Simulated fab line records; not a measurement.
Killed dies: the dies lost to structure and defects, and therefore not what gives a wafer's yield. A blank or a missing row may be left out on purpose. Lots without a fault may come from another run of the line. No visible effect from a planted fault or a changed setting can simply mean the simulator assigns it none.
Problem report in the 8D (eight disciplines) form, filled by code + flow n5-finfet + the parts of the form that need people (team, actions taken, sign-off) are left out

## 1. THE PROBLEM
Mean of susceptor-temp-C at N5_BEOL_M8_PECVD_70: 332.27 C across 3 wafers in 2 lots; on wafers with no fault it is 400.01 C (standard deviation 0.23). That is -99 or more standard deviations from the usual mean.
The step: deposits SiO2 from TEOS/O2, target thk 20 nm, time 22.7 s.
Seen first at day 11 12:16 on pecvd-01, wafer L352.3. Wafers with a number at this step in the record: 12, from 4 lots. By rule, "out" or "out of limits" means more than 4 standard deviations away from the usual mean. The other wafers with a number count as sound.

## 2. WHAT THIS IS AND IS NOT
| question                    | is                                                     | is not                                                                   |
|-----------------------------|--------------------------------------------------------|--------------------------------------------------------------------------|
| which readings at this step | susceptor-temp-C, heater-power-outer-w, heater-power-w | rf-fwd-power-W, showerhead-plenum-p-Torr, throttle-valve-pct             |
| which lots                  | L352, L353                                             | L351, L362                                                               |
| which wafers of those lots  | L352.3, L352.4, L353.5                                 | L352.6, L353.2, L353.6                                                   |
| read on which tools         | pecvd-01                                               | pecvd-03                                                                 |
| when                        | from day 11 12:16                                      | up to then (4 sound wafers); but 5 sound wafers of L353, L362 came after |

## 3. THE SUSPECTS, EACH WITH WHAT RULES IT OUT
Counting: a tool at a process step up to the reading stays a suspect if it ran every lot that is out. Sound lots after the first of them don't rule it out here, since some wafers of a struck lot are sound.
- pecvd-01 at N5_BEOL_M8_PECVD_70 (deposits SiO2 from TEOS/O2, target thk 20 nm, time 22.7 s): kept. It ran every lot that is out, first L352 (day 11 12:16). Its own readings are out on those wafers: heater-power-outer-w, heater-power-w, susceptor-temp-C.
- Within pecvd-01 at N5_BEOL_M8_PECVD_70: the wafers that are out ran in chamber 0; their sound lot-mates ran in chambers 1, 2.
After counting, what remains is pecvd-01 at N5_BEOL_M8_PECVD_70.

## 4. THE CAUSE (what the simulator had put in)
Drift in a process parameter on pecvd-01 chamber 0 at N5_BEOL_M8_PECVD_70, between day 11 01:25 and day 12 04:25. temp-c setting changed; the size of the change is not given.
This tool alone remained once counting was done.

## 5. THE EFFECT CHAIN, in route order
Each row: a reading whose mean over the struck wafers that have a number lies more than 3 standard deviations from the usual. Only readings whose record carries a usual standard deviation are examined. hours: median over the lots of the time between each lot's start at the first step of this table that gives one and its start at this step. sigmas: the change, counted in usual standard deviations.
| hours | step                | reading                  | usual    | on struck wafers | change | sigmas      |
|-------|---------------------|--------------------------|----------|------------------|--------|-------------|
| 0     | N5_BEOL_M8_PECVD_70 | heater-power-outer-w     | 430 W    | 174              | -256   | -5.3        |
| 0     | N5_BEOL_M8_PECVD_70 | heater-power-w           | 723 W    | 355              | -368   | -5.2        |
| 0     | N5_BEOL_M8_PECVD_70 | susceptor-temp-C         | 400.01 C | 332.27           | -67.74 | -99 or more |
| 10    | N5_BEOL_M8_CMP_52   | barrier-field-endpoint-s | 28.6 s   | 37.5             | +8.9   | +9.2        |
Its process steps:
- N5_BEOL_M8_PECVD_70: deposits SiO2 from TEOS/O2, target thk 20 nm, time 22.7 s.
- N5_BEOL_M8_CMP_52: polishes, stops on SiCOH lowk, t overpolish 6.9 s, target thk 80 nm.

## 6. HOW IT WOULD HAVE BEEN CAUGHT EARLIER
In this record the first reading out of limits was taken at day 11 12:16, 11 hours after the fault began at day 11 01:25.
